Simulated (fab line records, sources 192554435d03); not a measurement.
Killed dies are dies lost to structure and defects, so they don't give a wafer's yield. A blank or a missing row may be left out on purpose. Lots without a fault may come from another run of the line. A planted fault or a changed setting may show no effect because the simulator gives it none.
Chamber matching | flow n5_finfet | N5_MOL_CONTACT_COAG_STRIP_98 on rie_diel-04: 4 sister chambers
The step strips in N2/H2. 4 wafers are shown with their chamber, then 12 later ones without.

WAFERS WITH THEIR CHAMBER
wafer  | chamber | showerhead_plenum_p_Torr (Torr)
L077.5 | 0       | 3.58
L093.2 | 1       | 3.30
L093.3 | 3       | 3.31
L093.4 | 2       | 3.27

WAFERS WITHOUT THEIR CHAMBER
wafer  | showerhead_plenum_p_Torr (Torr)
L094.2 | 3.31
L094.3 | 3.30
L094.4 | 3.27
L095.1 | 3.30
L095.4 | 3.31
L095.5 | 3.27
L096.1 | 3.31
L096.2 | 3.56
L096.4 | 3.30
L097.3 | 3.30
L097.4 | 3.27
L097.5 | 3.31

WHICH CHAMBER EACH WENT THROUGH
wafer  | from the rows above     | in truth
L094.2 | can't be placed: 3 or 1 | 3
L094.3 | can't be placed: 1 or 3 | 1
L094.4 | 2                       | 2
L095.1 | can't be placed: 1 or 3 | 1
L095.4 | can't be placed: 3 or 1 | 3
L095.5 | 2                       | 2
L096.1 | can't be placed: 3 or 1 | 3
L096.2 | 0                       | 0
L096.4 | can't be placed: 1 or 3 | 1
L097.3 | can't be placed: 1 or 3 | 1
L097.4 | 2                       | 2
L097.5 | can't be placed: 3 or 1 | 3
Placed correctly: 4 of 12. Can't be placed from these rows: 8 (the true chamber is among the candidates in 8). Placed wrongly: 0.
How it was worked out, from the rows above alone: a wafer's distance from a chamber is the root of the sum, over the readings, of the square of ((its reading less the chamber's mean) divided by the reading's scatter). The wafer belongs to the nearest chamber; if the next one is less than 2 further off, it can't be placed. A chamber's mean is the mean of its shown wafers. The scatter: with one shown wafer a chamber, the root of the mean of the squares of how far each hidden wafer lies from its nearest shown one.
